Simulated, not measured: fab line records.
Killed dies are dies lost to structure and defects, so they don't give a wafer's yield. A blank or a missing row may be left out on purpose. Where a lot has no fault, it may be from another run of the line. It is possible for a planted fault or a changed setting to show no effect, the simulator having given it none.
Chamber matching    flow n5-finfet    N5_BEOL_M0_ETCH_138 on rie-diel-01 has 4 sister chambers
The step etches SiCN in CH3F/O2, target depth 12 nm, time 31.6 s. 8 wafers are shown with their chamber, then 9 later ones without.

WAFERS, EACH WITH ITS CHAMBER
wafer   chamber  throttle-valve-pct (%)  drypump-motor-current-A (A)
L075.4  3        16.35                   5.3
L079.3  0        16.14                   6.4
L081.2  3        16.35                   5.4
L081.3  2        16.59                   5.0
L081.5  1        16.23                   5.2
L085.2  2        16.63                   5.0
L085.3  0        16.15                   6.4
L085.6  1        16.25                   5.2

WAFERS MISSING THEIR CHAMBER
wafer   throttle-valve-pct (%)  drypump-motor-current-A (A)
L087.1  16.39                   5.3
L087.3  16.26                   5.2
L087.6  16.63                   4.9
L090.1  16.63                   4.9
L090.4  16.17                   6.3
L090.5  16.40                   5.3
L092.3  16.41                   5.4
L092.4  16.17                   6.4
L092.6  16.15                   6.4

WHICH CHAMBER EACH ONE RAN IN
wafer   from the rows above  in truth
L087.1  3                    3
L087.3  1                    1
L087.6  2                    2
L090.1  2                    2
L090.4  0                    0
L090.5  3                    3
L092.3  3                    3
L092.4  0                    0
L092.6  0                    0
Correctly placed: 9 of 9. Number that these rows cannot place: 0. Wrongly placed: 0.
How it was worked out, from the rows above alone: a wafer's distance from a chamber is the root of the sum, over the readings, of the square of ((its reading less the chamber's mean) divided by the reading's scatter). The wafer belongs to the nearest chamber; if the next one is less than 2 further off, it can't be placed. A chamber's mean is the mean of its shown wafers. The scatter: the root of (the sum of the squares of (reading less its chamber's mean) over the shown wafers, divided by (wafers less chambers)).
